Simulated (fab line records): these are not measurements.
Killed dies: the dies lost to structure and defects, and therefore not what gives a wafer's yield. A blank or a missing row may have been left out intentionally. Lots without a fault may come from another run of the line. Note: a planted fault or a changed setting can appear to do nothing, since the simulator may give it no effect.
What tool caused it? :: flow n5_finfet :: 9 lots, 27 wafers sampled, at 2 steps of a route of 1938

== WHAT THE GAUGES READ, wafer by wafer ==
N5_BEOL_M4_RC_MEAS_101.
lot: L459
measured: day 8 03:04
on: prober-01
DIBL_N (mV/V): 35.5 35.7 34.9
DIBL_P (mV/V): 35.7 35.9 34.7
IOFF_N (nA/um): 0.15 0.15 0.13
IOFF_P (nA/um): 0.20 0.21 0.19
ION_N (uA/um): 662 661 655
ION_P (uA/um): 458 459 450
SS_N (mV/dec): 71.6 71.4 71.9
SS_P (mV/dec): 73.3 72.8 72.6
VT_N (mV): 250 254 251
VT_P (mV): -251 -251 -251

lot: L461
measured: day 8 16:58
on: prober-02
DIBL_N (mV/V): 35.0 33.2 33.3
DIBL_P (mV/V): 34.4 31.5 32.3
IOFF_N (nA/um): 0.14 0.10 0.11
IOFF_P (nA/um): 0.18 0.13 0.15
ION_N (uA/um): 666 647 650
ION_P (uA/um): 453 440 452
SS_N (mV/dec): 71.1 70.8 70.9
SS_P (mV/dec): 73.2 72.8 72.7
VT_N (mV): 249 256 256
VT_P (mV): -254 -256 -253

lot: L462
measured: day 8 23:09
on: prober-02
DIBL_N (mV/V): 36.8 35.0 36.5
DIBL_P (mV/V): 38.7 37.0 38.6
IOFF_N (nA/um): 0.17 0.15 0.16
IOFF_P (nA/um): 0.20 0.18 0.21
ION_N (uA/um): 675 675 675
ION_P (uA/um): 453 458 453
SS_N (mV/dec): 71.6 70.9 71.7
SS_P (mV/dec): 73.8 73.1 73.9
VT_N (mV): 250 253 253
VT_P (mV): -254 -255 -252

lot: L464
measured: day 9 08:29
on: prober-01
DIBL_N (mV/V): 34.8 36.4 36.4
DIBL_P (mV/V): 35.7 37.8 36.9
IOFF_N (nA/um): 0.14 0.16 0.17
IOFF_P (nA/um): 0.19 0.22 0.21
ION_N (uA/um): 674 675 680
ION_P (uA/um): 460 467 458
SS_N (mV/dec): 71.6 71.6 70.6
SS_P (mV/dec): 72.7 73.9 73.1
VT_N (mV): 251 249 247
VT_P (mV): -250 -249 -251

lot: L478
measured: day 13 08:12
on: prober-02
DIBL_N (mV/V): 36.1 35.3 33.6
DIBL_P (mV/V): 35.6 35.6 32.8
IOFF_N (nA/um): 0.18 0.17 0.13
IOFF_P (nA/um): 0.19 0.19 0.15
ION_N (uA/um): 695 681 672
ION_P (uA/um): 465 459 451
SS_N (mV/dec): 71.7 71.2 71.2
SS_P (mV/dec): 73.0 72.9 72.8
VT_N (mV): 246 247 252
VT_P (mV): -253 -252 -256

lot: L474
measured: day 13 14:58
on: prober-02
DIBL_N (mV/V): 36.1 36.9 36.7
DIBL_P (mV/V): 37.3 37.7 38.0
IOFF_N (nA/um): 0.15 0.16 0.16
IOFF_P (nA/um): 0.22 0.22 0.22
ION_N (uA/um): 661 669 684
ION_P (uA/um): 462 469 474
SS_N (mV/dec): 71.3 70.7 72.0
SS_P (mV/dec): 73.1 72.8 73.5
VT_N (mV): 249 249 249
VT_P (mV): -248 -245 -248

lot: L480
measured: day 14 01:46
on: prober-02
DIBL_N (mV/V): 36.8 33.8 34.3
DIBL_P (mV/V): 36.2 32.4 33.0
IOFF_N (nA/um): 0.16 0.12 0.13
IOFF_P (nA/um): 0.20 0.15 0.16
ION_N (uA/um): 676 666 672
ION_P (uA/um): 458 460 459
SS_N (mV/dec): 71.6 70.9 70.7
SS_P (mV/dec): 74.0 72.0 72.4
VT_N (mV): 251 255 253
VT_P (mV): -249 -256 -252

lot: L476
measured: day 14 07:01
on: prober-02
DIBL_N (mV/V): 37.0 34.8 38.7
DIBL_P (mV/V): 38.8 34.8 38.5
IOFF_N (nA/um): 0.20 0.15 0.24
IOFF_P (nA/um): 0.25 0.19 0.24
ION_N (uA/um): 682 666 676
ION_P (uA/um): 462 454 458
SS_N (mV/dec): 71.8 71.2 72.4
SS_P (mV/dec): 74.3 74.1 74.0
VT_N (mV): 247 249 244
VT_P (mV): -248 -252 -249

lot: L481
measured: day 14 14:23
on: prober-01
DIBL_N (mV/V): 36.8 37.2 36.1
DIBL_P (mV/V): 37.1 37.9 36.1
IOFF_N (nA/um): 0.19 0.20 0.18
IOFF_P (nA/um): 0.22 0.24 0.21
ION_N (uA/um): 680 679 684
ION_P (uA/um): 459 459 462
SS_N (mV/dec): 71.8 72.0 72.0
SS_P (mV/dec): 73.0 73.4 72.6
VT_N (mV): 248 246 245
VT_P (mV): -249 -248 -251

N5_BEOL_M15_CD_MEAS_17: the cd target is 360 nm.
lot: L459
measured: day 12 00:05
on: cd_sem-02
cd_nm (nm): 358.5 361.4 359.0

lot: L461
measured: day 12 04:43
on: cd_sem-03
cd_nm (nm): 361.2 362.4 360.1

lot: L462
measured: day 12 17:57
on: cd_sem-03
cd_nm (nm): 363.3 362.4 360.9

lot: L464
measured: day 14 04:58
on: cd_sem-03
cd_nm (nm): 361.6 359.4 358.0

lot: L478
measured: day 16 21:56
on: cd_sem-03
cd_nm (nm): 365.1 359.5 360.2

lot: L474
measured: day 17 02:56
on: cd_sem-01
cd_nm (nm): 363.6 362.2 364.2

lot: L480
measured: day 17 13:03
on: cd_sem-03
cd_nm (nm): 363.8 360.5 359.4

lot: L476
measured: day 17 16:57
on: cd_sem-01
cd_nm (nm): 362.0 362.2 362.0

lot: L481
measured: day 18 03:57
on: cd_sem-03
cd_nm (nm): 360.1 360.4 359.2

== WHICH TOOL RAN EACH LOT (tool, then ch and the chambers of the sampled wafers, then the start) ==
Record: no process step prior to these readings.

== AS READ BY THE TOOLS THEMSELVES (means over the sampled wafers that have a number; for cases with no such wafer, the mark the record gives instead) ==
The record holds no such reading with a usual standard deviation.

== THE ANSWER, worked out from the rows above alone ==
Rule: what is usual is taken from the lots themselves. Put in order of their means at a reading, lots are off if they are a third of the lots or fewer, leave a main group of 4 or more, and stand apart from it by a gap of 3 or more times the standard deviation of the main group's means; of several such gaps the widest counts. Not used: any main group whose means are identical at the precision the tables above print for the reading. A lot without any number at a reading at which 4 lots or more have one is off too. Where the step has rows for the other lots, those lots are counted as sound. Order of review: gauges by route order, followed by the tools' own readings, for which a lot's mean as printed above is used. The first step at which some lot is off is used, and at that step the reading that is off furthest; a lot without a number counts as furthest.
None of the lots is off at any reading shown; this tells nothing.

== WHAT THE SIMULATOR HAD INSERTED ==
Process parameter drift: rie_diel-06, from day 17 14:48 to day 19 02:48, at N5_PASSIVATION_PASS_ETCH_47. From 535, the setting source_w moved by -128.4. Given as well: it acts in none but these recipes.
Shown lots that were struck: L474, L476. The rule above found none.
